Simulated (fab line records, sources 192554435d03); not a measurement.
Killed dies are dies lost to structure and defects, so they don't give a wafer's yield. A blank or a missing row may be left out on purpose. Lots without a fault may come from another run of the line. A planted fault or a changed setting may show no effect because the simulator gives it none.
Chamber matching | flow n5_finfet | N5_BEOL_M0_SAQP_SPACER2_ALD_26 on ald_sin-01: 4 sister chambers
The step deposits SiO2, target thk 15 nm, pulse time 1 s, purge time 2 s. 14 wafers are shown with their chamber, then 7 later ones without.

WAFERS WITH THEIR CHAMBER
wafer  | chamber | heater_power_w (W) | precursor_pulse_height_rel | chamber_pressure_Torr (Torr)
L080.1 | 0       | 521                | 1.016                      | 1.999
L080.3 | 2       | 420                | 0.966                      | 1.999
L080.5 | 3       | 454                | 1.002                      | 1.995
L082.2 | 0       | 526                | 0.990                      | 2.002
L082.3 | 2       | 430                | 0.970                      | 2.000
L082.4 | 1       | 446                | 0.997                      | 1.993
L086.1 | 2       | 437                | 1.002                      | 1.995
L086.3 | 3       | 457                | 1.019                      | 1.997
L086.6 | 2       | 440                | 0.988                      | 2.003
L090.3 | 1       | 446                | 1.004                      | 1.998
L090.4 | 3       | 451                | 1.006                      | 2.002
L090.6 | 0       | 518                | 0.946                      | 1.993
L092.1 | 0       | 523                | 1.007                      | 2.001
L092.2 | 2       | 447                | 1.011                      | 2.000

SIGNATURES (means of the wafers above)
reading                    | chamber 0 | chamber 1 | chamber 2 | chamber 3 | scatter within a chamber
heater_power_w             | 522.00    | 446.00    | 434.80    | 454.00    | 6.89
precursor_pulse_height_rel | 0.98975   | 1.00050   | 0.98740   | 1.00900   | 0.0215
chamber_pressure_Torr      | 1.99875   | 1.99550   | 1.99940   | 1.99800   | 0.00347
Rule: a wafer's distance from a chamber is the root of the sum, over the readings, of the square of ((its reading less the chamber's mean) divided by the reading's scatter). The wafer belongs to the nearest chamber; if the next one is less than 2 further off, it can't be placed. The scatter: the root of (the sum of the squares of (reading less its chamber's mean) over the shown wafers, divided by (wafers less chambers)).

WAFERS WITHOUT THEIR CHAMBER
wafer  | heater_power_w (W) | precursor_pulse_height_rel | chamber_pressure_Torr (Torr)
L092.5 | 441                | 1.023                      | 2.000
L093.3 | 440                | 1.031                      | 2.003
L093.5 | 440                | 1.025                      | 2.000
L093.6 | 448                | 0.989                      | 2.001
L097.2 | 443                | 1.020                      | 1.996
L097.3 | 470                | 0.990                      | 2.007
L097.6 | 457                | 1.035                      | 2.000

WHICH CHAMBER EACH WENT THROUGH
wafer  | from the rows above          | in truth
L092.5 | can't be placed: 1 or 2 or 3 | 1
L093.3 | can't be placed: 2 or 3 or 1 | 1
L093.5 | can't be placed: 2 or 1 or 3 | 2
L093.6 | can't be placed: 3 or 1 or 2 | 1
L097.2 | can't be placed: 1 or 3 or 2 | 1
L097.3 | can't be placed: 3 or 1 or 2 | 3
L097.6 | can't be placed: 3 or 1      | 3
Placed correctly: 0 of 7. Can't be placed from these rows: 7 (the true chamber is among the candidates in 7). Placed wrongly: 0.
